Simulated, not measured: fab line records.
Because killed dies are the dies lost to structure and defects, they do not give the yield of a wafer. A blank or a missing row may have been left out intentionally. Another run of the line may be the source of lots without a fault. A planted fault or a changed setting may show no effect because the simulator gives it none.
fab line records + flow nand_harc
[record]
- lots = 4
- wafers = 12
- last_day = 33
route steps=1302 shown A_CHANNEL_HOLE_D2@570
lots that met no fault: from a run of the same line without faults
start_h: start of the lot's first displayed wafer, in hours after the record's first day + wait_h: hours elapsed since this lot's preceding step + " as in the row above + L1.1+2: a single row standing in for several wafers + - either no value or no given start + * or withheld: withheld + < > ~ a bound
route shown NAME@n: NAME is a module with steps in the file, n the number in the route of the first one + usual: mean and standard deviation over wafers with no fault + same: alike in all rows + chamber/n: place in a boat + sites: each site's reading + _std_site: the values' standard deviation + _edge_site: the outer-site mean with the inner-site mean subtracted + radius_mm: for every site, how far away it sits from the centre of the wafer + mask NAME#n: copy n + behind: the most recent tool/chamber to have shaped the wafer + hold: cause of the lot's hold/its duration in hours/its outcome + device: the transistor (n, p or np) that didn't switch + end of line: tests of these same wafers at the route's end + where a step has no rows: the recipe by itself + killed: not the wafer's yield, but the dies lost to structure and defects at the first sort + map: shows each die of a wafer: x if killed, . if not, _ if none is there
set.NAME: the setting as run; set.NAME@STEP: as run at that earlier step + model.NAME: the simulator's own value behind a step, which no gauge read
certain route steps with their lots: each step a table, each wafer a row
services: the hour from which a tool's chamber was out of use, counted from the record's first day as start_h (under 0 if before that day), plus the number of hours and why
[[steps]]
[step NHARC_A_CHANNEL_HOLE_D2_DEP_00]
[recipe]
- target_thk_a = 31000
- temp_c = 400
- material = aC
[step NHARC_A_CHANNEL_HOLE_D2_DEP_01]
[recipe]
- target_thk_a = 1400
- target_thk_nm = 140
- temp_c = 400
- pressure_torr = 3.5
- flow_sccm = 200
- rf_w = 350
- material = SiON
[step NHARC_A_CHANNEL_HOLE_D2_DEHYDRATE_02]
[recipe]
- temp_c = 150
- time_s = 120
[step NHARC_A_CHANNEL_HOLE_D2_HMDS_03]
[recipe]
- time_s = 30
[step NHARC_A_CHANNEL_HOLE_D2_COAT_36]
[recipe]
- temp_c = 260
- time_s = 75
[step NHARC_A_CHANNEL_HOLE_D2_COAT_37]
[recipe]
- temp_c = 225
- time_s = 65
[step NHARC_A_CHANNEL_HOLE_D2_COAT_04]
[recipe]
- spin_rpm = 1500
- resist_thk_nm = 90
[step NHARC_A_CHANNEL_HOLE_D2_SOFTBAKE_05]
[recipe]
- temp_c = 105
- time_s = 55
[step NHARC_A_CHANNEL_HOLE_D2_EBR_06]
[step NHARC_A_CHANNEL_HOLE_D2_EXPOSE_07]
[recipe]
- na = 1.35
- target_cd_nm = 100
- sigma_outer = 0.3
- dose_mj = 59.65
- mask_id = HOLE_D2
[step NHARC_A_CHANNEL_HOLE_D2_PEB_08]
[recipe]
- peb_temp_c = 100
- peb_time_s = 65
[usual]
- exhaust_pa = 45.0/0.89
- heater_power_total_W = 156.7/0.41
| lot.wafer | tool           | chamber | start_h | wait_h | exhaust_pa | heater_power_total_W |
|-----------|----------------|---------|---------|--------|------------|----------------------|
| L948.3    | litho_track-04 | 0       | 390.88  | 0.1    | 45.6       | 156.1                |
| L948.4    | "              | 0       | "       | "      | 44.3       | 156.0                |
| L948.6    | "              | 0       | "       | "      | 44.7       | 156.9                |
| L956.1    | litho_track-04 | 0       | 450.58  | 0.1    | 44.9       | 172.3                |
| L956.4    | "              | 0       | "       | "      | 46.6       | 172.5                |
| L956.6    | "              | 0       | "       | "      | 45.8       | 172.0                |
| L957.1    | litho_track-04 | 0       | 456.32  | 0.1    | 46.8       | 171.7                |
| L957.2    | "              | 0       | "       | "      | 45.3       | 172.3                |
| L957.3    | "              | 0       | "       | "      | 45.3       | 172.3                |
| L963.3    | litho_track-01 | 0       | 522.88  | 0.0    | 44.3       | 156.2                |
| L963.5    | "              | 0       | "       | "      | 44.3       | 156.1                |
| L963.6    | "              | 0       | "       | "      | 44.8       | 156.3                |
[step NHARC_A_CHANNEL_HOLE_D2_DEVELOP_09]
[recipe]
- develop_time_s = 35
- dev_temp_c = 23
[step NHARC_A_CHANNEL_HOLE_D2_CD_MEAS_10]
[recipe]
- target_cd_nm = 100
- landing_energy_ev = 500
[usual]
- cd_nm = 100.0/0.51
| lot.wafer | tool      | chamber | start_h | wait_h | cd_nm |
|-----------|-----------|---------|---------|--------|-------|
| L948.3    | cd_sem-03 | 0       | 390.96  | -      | 100.1 |
| L948.4    | "         | 0       | "       | "      | 99.2  |
| L948.6    | "         | 0       | "       | "      | 99.0  |
| L956.1    | cd_sem-03 | 0       | 450.66  | -      | 95.1  |
| L956.4    | "         | 0       | "       | "      | 94.4  |
| L956.6    | "         | 0       | "       | "      | 93.8  |
| L957.1    | cd_sem-02 | 0       | 456.40  | -      | 95.5  |
| L957.2    | "         | 0       | "       | "      | 95.8  |
| L957.3    | "         | 0       | "       | "      | 95.1  |
| L963.3    | cd_sem-02 | 0       | 522.96  | -      | 100.3 |
| L963.5    | "         | 0       | "       | "      | 100.1 |
| L963.6    | "         | 0       | "       | "      | 100.1 |
[step NHARC_A_CHANNEL_HOLE_D2_DESCUM_15]
[recipe]
- time_s = 3
- o2_flow_sccm = 200
- ar_flow_sccm = 0
- bias_power_w = 0
- chemistry = O2
[usual]
- drypump_motor_current_A = 5.9/0.46
- oes_product_au = 0.998/0.0095
- rf_vpp_V = 57.7/0.84
- showerhead_plenum_p_Torr = 1.93/0.069
- throttle_valve_pct = 11.310/0.0084
| lot.wafer | tool        | chamber | start_h | wait_h | drypump_motor_current_A | oes_product_au | rf_hours_counter_h | rf_vpp_V | showerhead_plenum_p_Torr | throttle_valve_pct | model.A_CHANNEL_HOLE_D2.cd_nm |
|-----------|-------------|---------|---------|--------|-------------------------|----------------|--------------------|----------|--------------------------|--------------------|-------------------------------|
| L948.4    | rie_diel-03 | 0       | 391.16  | 0.1    | 5.8                     | 0.985          | 5                  | 58.7     | 1.85                     | 11.300             | 98.96                         |
| L948.3    | "           | 2       | "       | "      | 6.2                     | 0.998          | 4                  | 58.4     | 1.82                     | 11.321             | 100.3                         |
| L948.6    | "           | 0       | "       | "      | 5.8                     | 0.977          | -                  | 58.3     | 1.85                     | 11.317             | 98.54                         |
| L956.1    | rie_diel-03 | 2       | 450.86  | 0.1    | 6.1                     | 0.997          | 8                  | 56.7     | 1.82                     | 11.301             | 95.74                         |
| L956.4    | "           | 3       | "       | "      | 5.8                     | 0.998          | 10                 | 58.1     | 1.92                     | 11.312             | 94.59                         |
| L956.6    | "           | 1       | "       | "      | 5.8                     | 0.991          | -                  | 57.0     | 1.84                     | 11.320             | 94.45                         |
| L957.3    | rie_diel-09 | 2       | 456.59  | 0.1    | 6.1                     | 1.012          | 7                  | 57.8     | 1.96                     | 11.314             | 95.61                         |
| L957.2    | "           | 3       | "       | "      | 5.8                     | 0.999          | 6                  | 55.5     | 1.89                     | 11.318             | 95.86                         |
| L957.1    | "           | 0       | "       | "      | 6.0                     | 1.007          | 7                  | 57.7     | 2.01                     | 11.304             | 94.86                         |
| L963.3    | rie_diel-07 | 0       | 523.14  | 0.1    | 6.8                     | 0.978          | 2                  | 58.9     | 2.01                     | 11.313             | 99.91                         |
| L963.6    | "           | 0       | "       | "      | 6.7                     | 0.988          | -                  | 56.5     | 2.01                     | 11.303             | 99.81                         |
| L963.5    | "           | 1       | "       | "      | 6.2                     | 0.995          | -                  | 56.5     | 1.85                     | 11.311             | 100.6                         |
[step NHARC_A_CHANNEL_HOLE_D2_ETCH_38]
[recipe]
- target_depth_a = 390
- over_etch_frac = 0.3
- time_s = 65
- ion_energy_ev = 80
- cf4_flow_sccm = 150
- ar_flow_sccm = 0
- rf_w = 300
- bias_w = 100
- chemistry = CF4
[step NHARC_A_CHANNEL_HOLE_D2_ETCH_39]
[recipe]
- target_depth_a = 2600
- over_etch_frac = 0.3
- time_s = 325
- ion_energy_ev = 200
- n2_flow_sccm = 150
- h2_flow_sccm = 150
- ar_flow_sccm = 0
- rf_w = 400
- bias_w = 150
- chemistry = N2/H2
[step NHARC_A_CHANNEL_HOLE_D2_ETCH_34]
[recipe]
- target_depth_a = 1540
- time_s = 77
- cf4_flow_sccm = 100
- chf3_flow_sccm = 30
- ar_flow_sccm = 0
- rf_w = 500
- bias_w = 200
- chemistry = CF4/CHF3
[step NHARC_A_CHANNEL_HOLE_D2_ETCH_16]
[recipe]
- target_depth_a = 31000
- over_etch_frac = 0.3
- time_s = 806
- ion_energy_ev = 150
- o2_flow_sccm = 400
- cos_flow_sccm = 20
- ar_flow_sccm = 0
- rf_w = 500
- bias_w = 300
- chemistry = O2/COS
[step NHARC_A_CHANNEL_HOLE_D2_ETCH_19]
[recipe]
- bias_v = 1200
- source_w = 2500
- pressure_mtorr = 15
- time_s = 34.5
- ar_flow_sccm = 375
- c4f8_flow_sccm = 28.8
- o2_flow_sccm = 96.2
- temp_c = -20
- target_depth_a = *
- chemistry = C4F8/O2/Ar
[step NHARC_A_CHANNEL_HOLE_D2_ETCH_20]
[recipe]
- bias_v = 3000
- source_w = withheld
- pressure_mtorr = 20
- time_s = 361.9
- ar_flow_sccm = 375
- c4f8_flow_sccm = 89.3
- o2_flow_sccm = 35.7
- temp_c = -20
- target_depth_a = 16000
- chemistry = C4F8/O2/Ar
[step NHARC_A_CHANNEL_HOLE_D2_ETCH_21]
[recipe]
- bias_v = 3000
- source_w = withheld
- pressure_mtorr = 20
- time_s = 514.3
- ar_flow_sccm = 375
- c4f8_flow_sccm = 89.3
- o2_flow_sccm = 35.7
- temp_c = -20
- target_depth_a = 16000
- chemistry = C4F8/O2/Ar
[step NHARC_A_CHANNEL_HOLE_D2_ETCH_22]
[recipe]
- bias_v = 3000
- source_w = withheld
- pressure_mtorr = 20
- time_s = 666.7
- ar_flow_sccm = 375
- c4f8_flow_sccm = 89.3
- o2_flow_sccm = 35.7
- temp_c = -20
- target_depth_a = 16000
- chemistry = C4F8/O2/Ar
[step NHARC_A_CHANNEL_HOLE_D2_ETCH_23]
[recipe]
- bias_v = 5000
- source_w = withheld
- pressure_mtorr = 20
- time_s = 819
- ar_flow_sccm = 375
- c4f8_flow_sccm = 89.3
- o2_flow_sccm = 35.7
- temp_c = -20
- target_depth_a = 16000
- chemistry = C4F8/O2/Ar
[step NHARC_A_CHANNEL_HOLE_D2_ETCH_24]
[recipe]
- bias_v = 5000
- source_w = withheld
- pressure_mtorr = 20
- time_s = 906.2
- ar_flow_sccm = 375
- c4f8_flow_sccm = 93.8
- o2_flow_sccm = 31.2
- temp_c = -20
- target_depth_a = 15000
- chemistry = C4F8/O2/Ar
[step NHARC_A_CHANNEL_HOLE_D2_ETCH_25]
[recipe]
- bias_v = 5000
- source_w = withheld
- pressure_mtorr = 20
- time_s = 1040.2
- ar_flow_sccm = 375
- c4f8_flow_sccm = 93.8
- o2_flow_sccm = 31.2
- temp_c = -20
- target_depth_a = 15000
- chemistry = C4F8/O2/Ar
[step NHARC_A_CHANNEL_HOLE_D2_ETCH_26]
[recipe]
- bias_v = 300
- source_w = 2000
- pressure_mtorr = 30
- time_s = 224.1
- ar_flow_sccm = 375
- c4f8_flow_sccm = 11.4
- o2_flow_sccm = 113.6
- temp_c = -20
- target_depth_a = 3000
- chemistry = C4F8/O2/Ar
[step NHARC_A_CHANNEL_HOLE_D2_ETCH_27]
[recipe]
- bias_v = 400
- source_w = 2000
- pressure_mtorr = 25
- time_s = 90
- ar_flow_sccm = 375
- c4f8_flow_sccm = 41.7
- o2_flow_sccm = 83.3
- temp_c = -20
- target_depth_a = 4000
- chemistry = C4F8/O2/Ar
[step NHARC_A_CHANNEL_HOLE_D2_STRIP_41]
[recipe]
- n2_flow_sccm = 150
- h2_flow_sccm = 150
- ar_flow_sccm = 0
- bias_w = 0
- chemistry = N2/H2
[step NHARC_A_CHANNEL_HOLE_D2_STRIP_42]
[recipe]
- cf4_flow_sccm = 100
- chf3_flow_sccm = 30
- ar_flow_sccm = 0
- bias_w = 0
- chemistry = CF4/CHF3
[step NHARC_A_CHANNEL_HOLE_D2_STRIP_43]
[recipe]
- o2_flow_sccm = 400
- cos_flow_sccm = 20
- ar_flow_sccm = 0
- bias_w = 0
- chemistry = O2/COS
[step NHARC_A_CHANNEL_HOLE_D2_ETCH_44]
[recipe]
- target_depth_a = 1400
- overetch_a = 140
- time_s = 77
- ion_energy_ev = 100
- cf4_flow_sccm = 80
- o2_flow_sccm = 20
- ar_flow_sccm = 0
- rf_w = 300
- bias_w = 100
- chemistry = CF4/O2
[usual]
- drypump_motor_current_A = 5.9/0.44
- oes_product_au = 0.997/0.01
- rf_vpp_V = 198.0/1.3
- showerhead_plenum_p_Torr = 1.34/0.048
- throttle_valve_pct = 13.397/0.0097
| lot.wafer | tool        | chamber | start_h | wait_h | drypump_motor_current_A | oes_product_au | rf_hours_counter_h | rf_vpp_V | showerhead_plenum_p_Torr | throttle_valve_pct | model.A_CHANNEL_HOLE_D2.cd_nm |
|-----------|-------------|---------|---------|--------|-------------------------|----------------|--------------------|----------|--------------------------|--------------------|-------------------------------|
| L948.4    | rie_diel-09 | 0       | 398.73  | 0.1    | 5.9                     | 1.012          | 2                  | 199.1    | 1.40                     | 13.398             | 88.39                         |
| L948.3    | "           | 3       | "       | "      | 5.9                     | 0.996          | 3                  | 197.9    | 1.32                     | 13.403             | 89.31                         |
| L948.6    | "           | 0       | "       | "      | 5.9                     | 1.000          | -                  | 198.9    | 1.40                     | 13.389             | 88.26                         |
| L956.1    | rie_diel-07 | 0       | 458.96  | 0.1    | 6.8                     | 0.982          | 9                  | 200.2    | 1.40                     | 13.404             | 85.85                         |
| L956.4    | "           | 2       | "       | "      | 5.0                     | 1.004          | 8                  | 199.1    | 1.41                     | 13.399             | 83.29                         |
| L956.6    | "           | 1       | "       | "      | 6.2                     | 0.986          | -                  | 196.4    | 1.29                     | 13.386             | 84.03                         |
| L957.3    | rie_diel-09 | 3       | 471.08  | 0.0    | 5.8                     | 1.004          | 8                  | 197.0    | 1.32                     | 13.386             | 84.34                         |
| L957.2    | "           | 0       | "       | "      | 5.9                     | 1.007          | 9                  | 198.8    | 1.40                     | 13.401             | 84.95                         |
| L957.1    | "           | 1       | "       | "      | 5.3                     | 1.002          | 10                 | 197.7    | 1.31                     | 13.401             | 86.34                         |
| L963.3    | rie_diel-03 | 1       | 529.10  | 0.1    | 5.7                     | 0.987          | 5                  | 198.2    | 1.28                     | 13.404             | 91.1                          |
| L963.6    | "           | 2       | "       | "      | 6.2                     | 1.017          | -                  | 195.0    | 1.27                     | 13.391             | 92.59                         |
| L963.5    | "           | 3       | "       | "      | 5.7                     | 0.987          | -                  | 198.3    | 1.34                     | 13.390             | 89.46                         |
[step NHARC_A_CHANNEL_HOLE_D2_STRIP_28]
[recipe]
- o2_flow_sccm = 500
- ar_flow_sccm = 0
- bias_w = 0
- chemistry = O2
[step NHARC_A_CHANNEL_HOLE_D2_PRECLEAN_29]
[recipe]
- time_s = *
- temp_c = 50
- bath_age_min = 0
- chemistry = SC1
[step NHARC_A_CHANNEL_HOLE_D2_SRD_30]
[step NHARC_A_CHANNEL_HOLE_D2_CD_MEAS_31]
[usual]
- cd_nm = 89.7/1.3
| lot.wafer | tool      | chamber | start_h | wait_h | cd_nm |
|-----------|-----------|---------|---------|--------|-------|
| L948.3    | cd_sem-01 | -       | 399.53  | -      | 89.4  |
| L948.4    | "         | -       | "       | "      | 88.3  |
| L948.6    | "         | -       | "       | "      | 88.1  |
| L956.1    | cd_sem-01 | -       | 459.75  | -      | 85.6  |
| L956.4    | "         | -       | "       | "      | 83.5  |
| L956.6    | "         | -       | "       | "      | 83.3  |
| L957.1    | cd_sem-01 | -       | 471.88  | -      | 86.6  |
| L957.2    | "         | -       | "       | "      | 84.9  |
| L957.3    | "         | -       | "       | "      | 84.3  |
| L963.3    | cd_sem-02 | -       | 529.88  | -      | 90.9  |
| L963.5    | "         | -       | "       | "      | 89.4  |
| L963.6    | "         | -       | "       | "      | 92.5  |
[step NHARC_A_CHANNEL_HOLE_D2_XSEM_32]
[recipe]
- landing_energy_ev = 35000
[usual]
- bot_cd_nm = 74.3/1.4
- bow_nm = 8.59/0.3
- tilt_deg = 0.06/0.039
| lot.wafer | tool    | chamber | start_h | wait_h | bot_cd_nm | bow_nm | tilt_deg |
|-----------|---------|---------|---------|--------|-----------|--------|----------|
| L948.3    | xsem-01 | 0       | 399.62  | 0.1    | 73.9      | 8.73   | 0.09     |
| L948.4    | "       | 0       | "       | "      | 73.1      | 8.77   | 0.09     |
| L948.6    | "       | 0       | "       | "      | 72.7      | 8.74   | 0.09     |
| L956.1    | xsem-01 | 0       | 459.84  | 0.1    | 70.2      | 8.43   | 0.09     |
| L956.4    | "       | 0       | "       | "      | 67.8      | 8.42   | 0.09     |
| L956.6    | "       | 0       | "       | "      | 68.2      | 8.43   | 0.09     |
| L957.1    | xsem-01 | 0       | 471.97  | 0.1    | 70.2      | 8.61   | 0.07     |
| L957.2    | "       | 0       | "       | "      | 68.5      | 8.67   | 0.07     |
| L957.3    | "       | 0       | "       | "      | 67.8      | 8.67   | 0.07     |
| L963.3    | xsem-02 | 0       | 529.97  | 0.1    | 75.6      | 8.93   | -0.02    |
| L963.5    | "       | 0       | "       | "      | 73.5      | 8.98   | -0.02    |
| L963.6    | "       | 0       | "       | "      | 77.0      | 8.91   | -0.02    |
[[services]]
| tool           | chamber | start_h | hours | kind   |
|----------------|---------|---------|-------|--------|
| rie_diel-03    | 2       | 371.91  | 2.6   | repair |
| xsem-01        | -       | 374.00  | 14.0  | pm     |
| rie_diel-07    | 3       | 375.34  | 13.3  | repair |
| litho_track-04 | -       | 378.00  | 7.0   | pm     |
| rie_diel-09    | 0       | 378.16  | -     | clean  |
| rie_diel-09    | 1       | 378.16  | -     | clean  |
| rie_diel-09    | 2       | 378.16  | -     | clean  |
| rie_diel-09    | 3       | 378.16  | -     | clean  |
| rie_diel-09    | 0       | 383.05  | 4.4   | repair |
| rie_diel-03    | 0       | 388.32  | -     | clean  |
| rie_diel-03    | 1       | 388.32  | -     | clean  |
| rie_diel-03    | 2       | 388.32  | -     | clean  |
| rie_diel-03    | 3       | 388.32  | -     | clean  |
| rie_diel-09    | 0       | 402.66  | -     | clean  |
| rie_diel-09    | 1       | 402.66  | -     | clean  |
| rie_diel-09    | 2       | 402.66  | -     | clean  |
| rie_diel-09    | 3       | 402.66  | -     | clean  |
| rie_diel-03    | 0       | 412.82  | -     | clean  |
| rie_diel-03    | 1       | 412.82  | -     | clean  |
| rie_diel-03    | 2       | 412.82  | -     | clean  |
| rie_diel-03    | -       | 458.30  | 9.0   | pm     |
| rie_diel-07    | -       | 471.20  | 9.0   | pm     |
| rie_diel-09    | -       | 497.10  | 9.0   | pm     |
| litho_track-01 | -       | 505.00  | 7.0   | pm     |
[[key]]
[first_sign]
- step = NHARC_A_CHANNEL_HOLE_D2_PEB_08
- reading = heater_power_total_W
- direction = up
- sigmas = 38
- usual = *
- struck = *
[effect]
- step = NHARC_A_CHANNEL_HOLE_D2_CD_MEAS_10
- reading = cd_nm
- direction = down
- sigmas = 9.8
- usual = 100.0
- struck = 94.9
- through = control_loop
[effect]
- step = NHARC_A_CHANNEL_HOLE_D2_CD_MEAS_31
- reading = cd_nm
- direction = down
- sigmas = 3.8
- usual = 89.7
- struck = 84.7
- through = control_loop
[effect]
- step = NHARC_A_CHANNEL_HOLE_D2_XSEM_32
- reading = bot_cd_nm
- direction = down
- sigmas = 4
- usual = 74.3
- struck = 68.8
- through = control_loop
[model_effect]
- step = NHARC_A_CHANNEL_HOLE_D2_DESCUM_15
- value = A_CHANNEL_HOLE_D2.cd_nm
- without = 99.9
- struck = 95.18
[model_effect]
- step = NHARC_A_CHANNEL_HOLE_D2_ETCH_44
- value = A_CHANNEL_HOLE_D2.cd_nm
- without = 89.52
- struck = 84.8
met_at NHARC_A_CHANNEL_HOLE_D2_PEB_08
struck_wafers L956.1,L956.4,L956.6,L957.1,L957.2,L957.3
tester_left_out L956,L957
[loop_trim]
- step = NHARC_A_CHANNEL_HOLE_D2_EXPOSE_07
- setting = dose
- lots = L957
onset_between 390.88 450.58
[fault]
- kind = process_parameter_drift
- tool = litho_track-04
- chamber = -
- onset_h = 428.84
- steps = NHARC_A_CHANNEL_HOLE_D2_PEB_08
- channel = peb_time_s
- offset = *
- shape = step
- end_h = 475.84
- acts_in = *
- stated = *
// tester_left_out: of these lots the tester's yield and bins aren't shown, on N5 and GAA mostly nor the transistor test; their killed dies are dies lost to structure and defects alone, not to doping, threshold or leakage, so they don't give the yield
// loop_trim: a control loop set the setting to another value than it would have without faults
